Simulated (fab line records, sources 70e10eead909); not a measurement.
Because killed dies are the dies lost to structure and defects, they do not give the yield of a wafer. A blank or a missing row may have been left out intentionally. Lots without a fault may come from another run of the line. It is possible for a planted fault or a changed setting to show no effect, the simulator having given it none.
A struck lot beside a sound one    flow nand harc    15 steps out of a route of 1302
Sound: the wafers L860.1, L860.3, L860.4. The struck wafers were L870.1, L870.3, L870.5. At the end, the cause is stated.
Per side, at each step with rows, come the tool, then ch with its chambers, and then its first start. Under that, the readings that differ: sound wafers    struck wafers    difference of the means    sigmas: that difference in standard deviations of wafers without a fault.
alike: a reading whose means differ by less than 2 such deviations, as well as words and numbers matching on both sides. not compared: withheld readings; readings where some wafer has no value; bounds like >300 that might hide an equal value; numbers whose values overlap and for which the record gives no deviation.
Wherever a step has rows on one side only, a row that says differs or no value, or a row with sigmas, the two part there. Numbers that have no deviation but don't overlap get no sigmas and don't part them. A reading missing from all wafers of one side parts the sides only when that side holds two or more wafers.

first, 1 step without rows for these wafers: NHARC_A_CHANNEL_HOLE_D1_ETCH_44 (etches the open film in CF4/O2, target depth 140 nm, overetch 14 nm, time 77 s).
NHARC_A_CHANNEL_HOLE_D1_STRIP_27: strips in O2.
  sound on rie diel-07 ch 0,2,3; struck on rie diel-10 ch 0,1,3
  alike: drypump motor current A, o2 flow sccm, oes product au, rf vpp V, showerhead plenum p Torr, throttle valve pct
  not compared: rf hours counter h
then, 2 steps without rows for these wafers: NHARC_A_CHANNEL_HOLE_D1_PRECLEAN_28 (cleans in SC1); NHARC_A_CHANNEL_HOLE_D1_SRD_29.
NHARC_A_CHANNEL_HOLE_D1_CD_MEAS_30:
  sound: cd sem-01 at day 10 18:06; struck: cd sem-03 at day 15 06:08
  alike: cd nm
NHARC_A_CHANNEL_HOLE_D1_XSEM_31:
  sound on xsem-01 ch 0, day 10 18:11; struck on xsem-02 ch 0, day 15 06:14
  alike: bot cd nm, bow nm, tilt deg
NHARC_A_CHANNEL_HOLE_D1_INSPECT_40:
  sound: defect inspect-02 at day 10 18:17; struck: defect inspect-01 at day 15 06:20
  alike: raw defect count
then, 3 steps without rows for these wafers: NHARC_A_CHANNEL_FILL_D1_PRECLEAN_00 (cleans in SC1); NHARC_A_CHANNEL_FILL_D1_SRD_01; NHARC_A_CHANNEL_FILL_D1_ALD_02 (deposits SiO2, target thk 6 nm, pulse time 10 s, ald cycles 60).
NHARC_A_CHANNEL_FILL_D1_ALD_03: deposits SiNx, target thk 6 nm, pulse time 60 s, ald cycles 58.
  sound on ald sin batch-03 ch 0; struck on ald sin batch-03 ch 0
  alike: ald cycles, precursor pulse height rel
NHARC_A_CHANNEL_FILL_D1_ALD_14: deposits SiO2, target thk 2.5 nm, pulse time 10 s, ald cycles 25.
  sound on ald hk-03 ch 0,1,2, day 11 01:29; struck on ald hk-03 ch 0,2, day 15 13:32
  alike: ald cycles, heater power w, precursor pulse height rel
NHARC_A_CHANNEL_FILL_D1_ALD_15: deposits SiNx, target thk 2 nm, pulse time 60 s, ald cycles 19.
  sound on ald sin batch-02 ch 0, day 11 04:36; struck on ald sin batch-01 ch 0, day 15 16:38
reading     sound     struck    difference  sigmas
ald cycles  19 19 19  17 17 17  -2          
  alike: precursor pulse height rel
NHARC_A_CHANNEL_FILL_D1_ALD_16: deposits SiO2, target thk 1.5 nm, pulse time 10 s, ald cycles 15.
  sound on ald hk-02 ch 1,2,3, day 11 06:41; struck on ald hk-03 ch 0,2,3, day 15 18:40
  alike: ald cycles, heater power w, precursor pulse height rel
-- jump in the record: it breaks off in module A_CHANNEL_FILL_D1 and resumes in module END (first step shown: number 1302 of the route), and 15 days separate the struck wafers' starts before and after --
NHARC_END_SORT_01:
  here the record holds rows for the struck wafers (prober-01 ch 0, day 31 04:05) but none for the sound ones

## WHERE THEY PART
NHARC_END_SORT_01 only, going by this record.

WHY: what had been put in by the simulator
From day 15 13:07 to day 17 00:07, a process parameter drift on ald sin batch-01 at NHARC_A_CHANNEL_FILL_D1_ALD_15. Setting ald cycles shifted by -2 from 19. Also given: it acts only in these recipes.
